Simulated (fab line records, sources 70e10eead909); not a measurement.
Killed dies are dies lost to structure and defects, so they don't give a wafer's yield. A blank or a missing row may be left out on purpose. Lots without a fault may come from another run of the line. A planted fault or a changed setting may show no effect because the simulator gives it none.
Which tool did it? | flow nand_harc | 12 lots, 36 wafers sampled, at 4 steps of a route of 1302

WHAT THE GAUGES READ, wafer by wafer
NHARC_P_CONTACT_CD_MEAS_19.
lot  | measured     | on        | cd_nm (nm)
L076 | day 6 13:05  | cd_sem-03 | 89.8 91.6 88.3
L077 | day 7 05:35  | cd_sem-01 | 90.4 90.9 89.4
L079 | day 7 18:38  | cd_sem-01 | 87.6 89.8 86.1
L081 | day 9 01:18  | cd_sem-01 | 87.9 89.7 88.6
L083 | day 9 16:56  | cd_sem-02 | 90.2 87.7 89.9
L084 | day 10 10:10 | cd_sem-03 | 90.9 92.3 88.5
L087 | day 11 05:55 | cd_sem-03 | 88.3 90.4 87.6
L089 | day 12 03:39 | cd_sem-03 | 90.5 87.4 90.1
L091 | day 13 04:13 | cd_sem-01 | 89.5 88.2 88.5
L093 | day 13 21:30 | cd_sem-03 | 90.5 90.3 91.2
L095 | day 14 15:40 | cd_sem-01 | 86.6 93.2 92.4
L097 | day 15 14:13 | cd_sem-01 | 91.6 90.8 90.7

WHICH TOOL RAN EACH LOT (tool, then ch and the chambers of the sampled wafers, then the start)
lot  | NHARC_P_GATE_DESCUM_61             | NHARC_P_GATE_DEGAS_109       | NHARC_P_CONTACT_DESCUM_17
L076 | rie_diel-06 ch 1,2,3, day 6 05:38  | pvd_sputter-02, day 6 09:17  | rie_diel-10 ch 0,1, day 6 12:05
L077 | rie_diel-12 ch 0,2, day 6 22:14    | pvd_sputter-01, day 7 01:55  | rie_diel-04 ch 0,3, day 7 04:44
L079 | rie_diel-06 ch 0,2,3, day 7 11:04  | pvd_sputter-03, day 7 14:59  | rie_diel-02 ch 0,1,3, day 7 17:46
L081 | rie_diel-12 ch 0,1,2, day 8 18:00  | pvd_sputter-01, day 8 21:35  | rie_diel-02 ch 0,2,3, day 9 00:26
L083 | rie_diel-01 ch 0,3, day 9 09:36    | pvd_sputter-03, day 9 13:18  | rie_diel-04 ch 0,1,2, day 9 16:05
L084 | rie_diel-12 ch 0,1,3, day 10 02:44 | pvd_sputter-03, day 10 06:24 | rie_diel-10 ch 0,2, day 10 09:09
L087 | rie_diel-06 ch 0,2,3, day 10 22:31 | pvd_sputter-01, day 11 02:09 | rie_diel-02 ch 0,1,3, day 11 04:53
L089 | rie_diel-06 ch 0,1, day 11 20:17   | pvd_sputter-01, day 12 00:02 | rie_diel-02 ch 0,1,2, day 12 02:46
L091 | rie_diel-01 ch 2,3, day 12 20:45   | pvd_sputter-03, day 13 00:32 | rie_diel-10 ch 1,2,3, day 13 03:22
L093 | rie_diel-12 ch 2,3, day 13 14:20   | pvd_sputter-01, day 13 17:52 | rie_diel-10 ch 0,1,3, day 13 20:38
L095 | rie_diel-12 ch 0,2,3, day 14 08:13 | pvd_sputter-03, day 14 11:55 | rie_diel-02 ch 1,2, day 14 14:47
L097 | rie_diel-06 ch 0,2,3, day 15 06:30 | pvd_sputter-02, day 15 10:10 | rie_diel-10 ch 1,2,3, day 15 12:55
- NHARC_P_GATE_DESCUM_61: chemistry O2, time 3 s.
- NHARC_P_GATE_DEGAS_109: time 60 s.
- NHARC_P_CONTACT_DESCUM_17: chemistry O2, time 3 s.

THE ANSWER, worked out from the rows above alone
Rule: what is usual is taken from the lots themselves. Put in order of their means at a reading, lots are off if they are a third of the lots or fewer, leave a main group of 4 or more, and stand apart from it by a gap of 3 or more times the standard deviation of the main group's means; of several such gaps the widest counts. A main group whose means are all the same, to the digits that the tables above print for the reading, isn't used. A lot without any number at a reading at which 4 lots or more have one is off too. The other lots that the step has rows for count as sound.
No lot is off at any reading shown: from this, nothing can be told.

WHAT THE SIMULATOR HAD PUT IN
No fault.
